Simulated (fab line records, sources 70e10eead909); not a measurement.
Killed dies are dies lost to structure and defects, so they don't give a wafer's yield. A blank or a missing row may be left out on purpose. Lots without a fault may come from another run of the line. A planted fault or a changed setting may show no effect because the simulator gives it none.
Which tool did it? | flow nand_harc | 12 lots, 36 wafers sampled, at 4 steps of a route of 1302

WHAT THE GAUGES READ, wafer by wafer
NHARC_A_M0_CD_MEAS_09: target cd 80 nm.
lot  | measured     | on        | cd_nm (nm)
L269 | day 22 21:35 | cd_sem-01 | 82.0 80.6 80.9
L270 | day 23 03:38 | cd_sem-03 | 80.2 79.9 80.6
L271 | day 23 04:40 | cd_sem-03 | 80.3 80.4 80.8
L272 | day 23 17:32 | cd_sem-01 | 80.9 79.4 81.1
L273 | day 24 04:04 | cd_sem-01 | 80.0 79.5 79.7
L274 | day 24 10:55 | cd_sem-02 | 66.3 66.9 66.7
L275 | day 25 03:44 | cd_sem-03 | 70.2 69.7 70.5
L276 | day 25 21:05 | cd_sem-03 | 79.5 81.0 80.6
L284 | day 28 06:06 | cd_sem-03 | 80.9 80.2 80.5
L286 | day 29 06:31 | cd_sem-02 | 80.8 80.7 80.7
L289 | day 30 12:22 | cd_sem-01 | 81.1 81.3 79.5
L291 | day 31 06:44 | cd_sem-03 | 81.1 79.4 79.7

WHICH TOOL RAN EACH LOT (tool, then ch and the chambers of the sampled wafers, then the start)
lot  | NHARC_A_BLC_STRIP_21               | NHARC_A_BLC_CMP_25            | NHARC_A_M0_EXPOSE_06
L269 | rie_diel-11 ch 0,2,3, day 22 18:51 | cmp-01 ch 0,2,3, day 22 20:17 | arfi_scanner-03 ch 0, day 22 21:26
L270 | rie_diel-07 ch 1,2, day 23 00:56   | cmp-04 ch 1,2,3, day 23 02:22 | arfi_scanner-01 ch 0, day 23 03:29
L271 | rie_diel-11 ch 0,2,3, day 23 01:57 | cmp-01 ch 0,1,2, day 23 03:22 | arfi_scanner-02 ch 0, day 23 04:32
L272 | rie_diel-02 ch 1,2,3, day 23 14:50 | cmp-01 ch 1,2,3, day 23 16:14 | arfi_scanner-01 ch 0, day 23 17:24
L273 | rie_diel-11 ch 1,3, day 24 01:01   | cmp-02 ch 0,2, day 24 02:47   | arfi_scanner-02 ch 0, day 24 03:55
L274 | rie_diel-11 ch 0,1,3, day 24 08:19 | cmp-02 ch 0,1,3, day 24 09:44 | arfi_scanner-02 ch 0, day 24 10:47
L275 | rie_diel-11 ch 0,3, day 25 01:08   | cmp-02 ch 0,2,3, day 25 02:35 | arfi_scanner-02 ch 0, day 25 03:36
L276 | rie_diel-02 ch 0,3, day 25 18:23   | cmp-04 ch 0,1, day 25 19:49   | arfi_scanner-01 ch 0, day 25 20:58
L284 | rie_diel-02 ch 0,3, day 28 03:21   | cmp-04 ch 0,2,3, day 28 04:47 | arfi_scanner-03 ch 0, day 28 05:58
L286 | rie_diel-07 ch 0,1,3, day 29 03:58 | cmp-02 ch 2,3, day 29 05:21   | arfi_scanner-03 ch 0, day 29 06:23
L289 | rie_diel-02 ch 0,1,3, day 30 09:37 | cmp-01 ch 1,2,3, day 30 11:02 | arfi_scanner-01 ch 0, day 30 12:13
L291 | rie_diel-11 ch 1,2,3, day 31 04:03 | cmp-04 ch 1,2,3, day 31 05:29 | arfi_scanner-01 ch 0, day 31 06:36
- NHARC_A_BLC_STRIP_21: strips in O2.
- NHARC_A_BLC_CMP_25: polishes, t overpolish 30 s, target thk 150 nm.
- NHARC_A_M0_EXPOSE_06: exposes mask A M0, target cd 80 nm.

WHAT THE TOOLS THEMSELVES READ (means of the sampled wafers that have a number; where no wafer has one, the mark that the record gives instead)
NHARC_A_BLC_STRIP_21.
lot  | tool        | drypump_motor_current_A (A) | oes_product_au (a.u.) | rf_vpp_V (V) | showerhead_plenum_p_Torr (Torr) | throttle_valve_pct (%)
L269 | rie_diel-11 | 5.6                         | 0.998                 | 58.2         | 3.54                            | 17.037
L270 | rie_diel-07 | 5.4                         | 1.000                 | 58.6         | 3.54                            | 17.036
L271 | rie_diel-11 | 5.6                         | 1.003                 | 57.9         | 3.54                            | 17.041
L272 | rie_diel-02 | 5.7                         | 1.002                 | 58.8         | 3.59                            | 17.034
L273 | rie_diel-11 | 5.9                         | 0.992                 | 57.5         | 3.63                            | 17.041
L274 | rie_diel-11 | 5.8                         | 0.983                 | 57.6         | 3.50                            | 17.036
L275 | rie_diel-11 | 5.4                         | 0.988                 | 57.9         | 3.44                            | 17.025
L276 | rie_diel-02 | 5.8                         | 0.995                 | 57.5         | 3.37                            | 17.027
L284 | rie_diel-02 | 5.9                         | 1.000                 | 57.5         | 3.42                            | 17.040
L286 | rie_diel-07 | 5.4                         | 1.001                 | 57.1         | 3.49                            | 17.045
L289 | rie_diel-02 | 6.0                         | 1.002                 | 57.7         | 3.50                            | 17.036
L291 | rie_diel-11 | 6.0                         | 0.988                 | 58.5         | 3.59                            | 17.037

NHARC_A_BLC_CMP_25.
lot  | tool   | motor_current_A (A) | overpolish_run_s (s) | pad_life_wafers | time_to_endpoint_s (s)
L269 | cmp-01 | 12.3                | 29.994               | 163             | 30
L270 | cmp-04 | 12.4                | 29.998               | 98              | 27
L271 | cmp-01 | 12.1                | 29.995               | 199             | 29
L272 | cmp-01 | 11.4                | 30.008               | 259             | 29
L273 | cmp-02 | 11.8                | 30.001               | 128             | 32
L274 | cmp-02 | 12.4                | 30.004               | 169             | 32
L275 | cmp-02 | 12.1                | 29.996               | 224             | 31
L276 | cmp-04 | 11.0                | 30.007               | 361             | 28
L284 | cmp-04 | 12.2                | 30.002               | 200             | 29
L286 | cmp-02 | 11.5                | 30.006               | 228             | 31
L289 | cmp-01 | 11.2                | 29.988               | 121             | 30
L291 | cmp-04 | 12.4                | 29.993               | 98              | 25

NHARC_A_M0_EXPOSE_06.
lot  | tool            | exposure_dose_mJ_cm2 | reticle_temp_C (C)
L269 | arfi_scanner-03 | 83.21                | 23.00
L270 | arfi_scanner-01 | 83.02                | 22.90
L271 | arfi_scanner-02 | 83.24                | 23.00
L272 | arfi_scanner-01 | 83.23                | 22.96
L273 | arfi_scanner-02 | 83.20                | 23.03
L274 | arfi_scanner-02 | 67.63                | 23.08
L275 | arfi_scanner-02 | 70.76                | 23.04
L276 | arfi_scanner-01 | 83.29                | 22.92
L284 | arfi_scanner-03 | 83.18                | 23.16
L286 | arfi_scanner-03 | 83.16                | 22.91
L289 | arfi_scanner-01 | 83.13                | 22.91
L291 | arfi_scanner-01 | 83.27                | 22.93

THE ANSWER, worked out from the rows above alone
Rule: what is usual is taken from the lots themselves. Put in order of their means at a reading, lots are off if they are a third of the lots or fewer, leave a main group of 4 or more, and stand apart from it by a gap of 3 or more times the standard deviation of the main group's means; of several such gaps the widest counts. A main group whose means are all the same, to the digits that the tables above print for the reading, isn't used. A lot without any number at a reading at which 4 lots or more have one is off too. The other lots that the step has rows for count as sound. The gauges are gone through in route order, then the tools' own readings, and for those a lot's mean is taken as printed above. The first step at which some lot is off is used, and at that step the reading that is off furthest; a lot without a number counts as furthest.
Off: L274, L275, at NHARC_A_M0_CD_MEAS_09 (cd_nm). The main group: mean 80.4 nm, standard deviation 0.37.
A tool fits if, at a process step before that reading, it ran every lot that is off, and no sound lot after the first of them. The gauges at NHARC_A_M0_CD_MEAS_09 aren't tried: what is off there is off at NHARC_A_M0_EXPOSE_06 too, on other tools, and a gauge's error can't cause that. One fits: arfi_scanner-02 at NHARC_A_M0_EXPOSE_06. Its last sound lot is L273 (day 24 03:55), its first lot that is off L274 (day 24 10:47): a fault that began between those two fits.
The tool's own readings at NHARC_A_M0_EXPOSE_06 bear it out: on the lots that are off they differ by more than 5 times the standard deviation of the sound lots' means. exposure_dose_mJ_cm2 reads 69.19 there against 83.19 on the sound lots.

WHAT THE SIMULATOR HAD PUT IN
Process parameter drift: arfi_scanner-02, from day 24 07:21 on, at NHARC_A_M0_EXPOSE_06. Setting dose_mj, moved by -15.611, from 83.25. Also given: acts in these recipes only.
Lots struck among those shown: L274, L275. The rule above found the same.
